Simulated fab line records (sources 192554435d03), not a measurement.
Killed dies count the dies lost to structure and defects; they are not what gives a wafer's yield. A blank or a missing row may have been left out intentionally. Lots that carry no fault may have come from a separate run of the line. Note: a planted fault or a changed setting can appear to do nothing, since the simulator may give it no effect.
A lot that was struck, set against a sound lot / flow n5-finfet / 16 out of 1938 route steps
Sound: these wafers, L609.2, L609.3, L609.6. Struck: wafer L616.1. (L616.4, L616.6 of the same lot were not struck and are left out.) The cause comes at the end.
Per side, at each step with rows, come the tool, then ch with its chambers, and then its first start. Under that, the readings that differ: sound wafers / struck wafers / difference of the means / sigmas: that difference in standard deviations of wafers without a fault.
alike: same words and numbers on both sides, and readings whose means sit less than 2 such deviations apart. not compared: any withheld reading, any reading some wafer has no value for, any bound like >300 that may hide the same value, and any number with overlapping values for which the record gives no deviation.
The two part at a step that has a row with sigmas, a row that says differs or no value, or rows on one side only. Non-overlapping numbers with no deviation appear without sigmas and do not part them. A reading missing from all wafers of one side parts the sides only when that side holds two or more wafers.

first, 1 step without rows for these wafers: N5_BEOL_M2_DEVELOP_27 (develop time 30 s).
N5_BEOL_M2_CD_MEAS_28: target cd 26.2 nm, target cd y 24.1 nm.
  sound on cd-sem-01 ch 0, day 7 08:47; struck on cd-sem-01 ch 0, day 9 04:33
reading=cd-nm (nm); sound=26.43 26.52 26.18; struck=25.89; difference=-0.49; sigmas=-2
N5_BEOL_M2_OVL_MEAS_29:
  sound on overlay-02 ch 0, day 7 08:50; struck on overlay-01 ch 0, day 9 04:35
  alike: V1_OVL
N5_BEOL_M2_INSPECT_30: inspects for defects (brightfield).
  sound on defect-inspect-02 at day 7 08:53; struck on defect-inspect-02 at day 9 04:38
  alike: raw-defect-count
then, 1 step without rows for these wafers: N5_BEOL_M2_DESCUM_33 (chemistry O2, time 7 s).
N5_BEOL_M2_ETCH_77: etches underlayer in N2/H2, target depth 6.5 nm, time 5.2 s.
  sound on rie-diel-03 ch 1,3, day 7 08:57; struck on rie-diel-03 ch 0, day 9 04:43
reading=bias-w (W); sound=149.8 149.2 149.2; struck=150.6; difference=+1.2; sigmas=+3
reading=oes-product-au (a.u.); sound=0.75 0.62 0.62; struck=0.83; difference=+0.17; sigmas=+2
reading=throttle-valve-pct (%); sound=17.85 18.20 18.19; struck=17.41; difference=-0.67; sigmas=-3
  alike: drypump-motor-current-A, etch-rf-on-time-s, rf-vpp-V, showerhead-plenum-p-Torr
  not compared: rf-hours-counter-h
N5_BEOL_M2_ETCH_69: etches SiARC in CF4, target depth 15.6 nm, time 26 s.
  sound on rie-diel-03 ch 1,3, day 7 08:58; struck on rie-diel-03 ch 0, day 9 04:44
reading=oes-product-au (a.u.); sound=0.75 0.62 0.62; struck=0.84; difference=+0.18; sigmas=+2
reading=throttle-valve-pct (%); sound=15.48 15.90 15.90; struck=15.25; difference=-0.51; sigmas=-2
  alike: bias-w, cf4-flow-sccm, drypump-motor-current-A, etch-rf-on-time-s, rf-vpp-V, showerhead-plenum-p-Torr
  not compared: rf-hours-counter-h
N5_BEOL_M2_ALD_98: deposits SiO2, target thk 2.5 nm, pulse time 1 s, co reactant pulse time 1 s.
  sound on ald-sin-03 ch 2,3, day 7 09:04; struck on ald-sin-02 ch 2, day 9 04:49
  alike: heater-power-w, precursor-pulse-height-rel
N5_BEOL_M2_ETCHBACK_99: etches SiO2 in CHF3, target depth 5 nm, time 10.4 s.
  sound on rie-diel-04 ch 1,2,3, day 8 03:16; struck on rie-diel-01 ch 1, day 10 05:55
  alike: bias-w, drypump-motor-current-A, oes_ar_750_au, oes-product-au, rf-vpp-V, showerhead-plenum-p-Torr, throttle-valve-pct
  not compared: rf-hours-counter-h
N5_BEOL_M2_ETCH_70: etches SOC in N2/H2, target depth 80 nm, overetch 24 nm, time 130 s.
  sound on rie-diel-04 ch 1,2,3, day 8 03:18; struck on rie-diel-01 ch 1, day 10 05:56
  alike: bias-w, drypump-motor-current-A, oes-product-au, rf-vpp-V, showerhead-plenum-p-Torr, throttle-valve-pct
  not compared: rf-hours-counter-h
then, 2 steps without rows for these wafers: N5_BEOL_M2_STRIP_71 (strips in N2/H2); N5_BEOL_M2_STRIP_78 (strips in N2/H2).
N5_BEOL_M2_VIA_ETCH_34: etches the open film in C4F6/O2, target depth 69.4 nm, time 65.9 s.
  sound on rie-diel-04 ch 1,2,3, day 8 03:24; struck on rie-diel-01 ch 1, day 10 06:03
reading=rf-vpp-V (V); sound=658 659 669; struck=678; difference=+16; sigmas=+2
reading=model.etch.depth-nm (nm); sound=67 69.53 68.88; struck=44.05; difference=-24.42; sigmas=
reading=model.SOC_of_BEOL_M2_COAT_67.thk-nm (nm); sound=52.4 52 52; struck=54.6; difference=+2.5; sigmas=
  alike: bias-w, drypump-motor-current-A, oes_ar_750_au, oes_o_777_au, oes-product-au, showerhead-plenum-p-Torr, throttle-valve-pct
  not compared: rf-hours-counter-h
then, 1 step without rows for these wafers: N5_BEOL_M2_STRIP_83 (strips in C4F6/O2).
N5_BEOL_M4_RC_MEAS_101:
  sound on prober-01 ch 0, day 10 08:29; struck on prober-02 ch 0, day 11 23:44
reading=DIBL_N (mV/V); sound=36.3 37.1 36.7; struck=34.5; difference=-2.2; sigmas=-2
  alike: DIBL_P, IOFF_N, IOFF_P, ION_N, ION_P, SS_N, SS_P, VT_N, VT_P
N5_PASSIVATION_PROBE_49:
  the record holds rows for the sound wafers here (prober-01, day 15 09:14) but none for the struck ones

== WHERE THEY PART ==
First at N5_BEOL_M2_CD_MEAS_28; last, within this record, at N5_PASSIVATION_PROBE_49.

WHY: what the simulator had put in
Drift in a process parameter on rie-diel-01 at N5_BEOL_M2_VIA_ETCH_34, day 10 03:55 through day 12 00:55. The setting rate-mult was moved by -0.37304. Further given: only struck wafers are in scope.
